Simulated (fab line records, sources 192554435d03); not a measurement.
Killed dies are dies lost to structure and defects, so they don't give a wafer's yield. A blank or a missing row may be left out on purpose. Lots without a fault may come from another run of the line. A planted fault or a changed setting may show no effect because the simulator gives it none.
Which tool did it? | flow n5_finfet | 6 lots, 13 wafers sampled, at 1 step of a route of 1938

WHAT THE GAUGES READ, wafer by wafer
N5_BEOL_M7_INSPECT_58: inspects for defects (darkfield).
lot  | measured     | on                | raw_defect_count
L534 | day 9 06:00  | defect_inspect-01 | 82 66
L537 | day 9 19:31  | defect_inspect-02 | 107 93 77
L540 | day 10 11:03 | defect_inspect-01 | 102 70
L548 | day 13 08:26 | defect_inspect-02 | 68 60
L550 | day 13 10:54 | defect_inspect-02 | 55 62
L555 | day 14 14:59 | defect_inspect-02 | 67 104

WHICH TOOL RAN EACH LOT (tool, then ch and the chambers of the sampled wafers, then the start)
The record holds no process step before these readings.

THE ANSWER, worked out from the rows above alone
Rule: what is usual is taken from the lots themselves. Put in order of their means at a reading, lots are off if they are a third of the lots or fewer, leave a main group of 4 or more, and stand apart from it by a gap of 3 or more times the standard deviation of the main group's means; of several such gaps the widest counts. A main group whose means are all the same, to the digits that the tables above print for the reading, isn't used. A lot without any number at a reading at which 4 lots or more have one is off too. The other lots that the step has rows for count as sound.
No lot is off at any reading shown: from this, nothing can be told.

WHAT THE SIMULATOR HAD PUT IN
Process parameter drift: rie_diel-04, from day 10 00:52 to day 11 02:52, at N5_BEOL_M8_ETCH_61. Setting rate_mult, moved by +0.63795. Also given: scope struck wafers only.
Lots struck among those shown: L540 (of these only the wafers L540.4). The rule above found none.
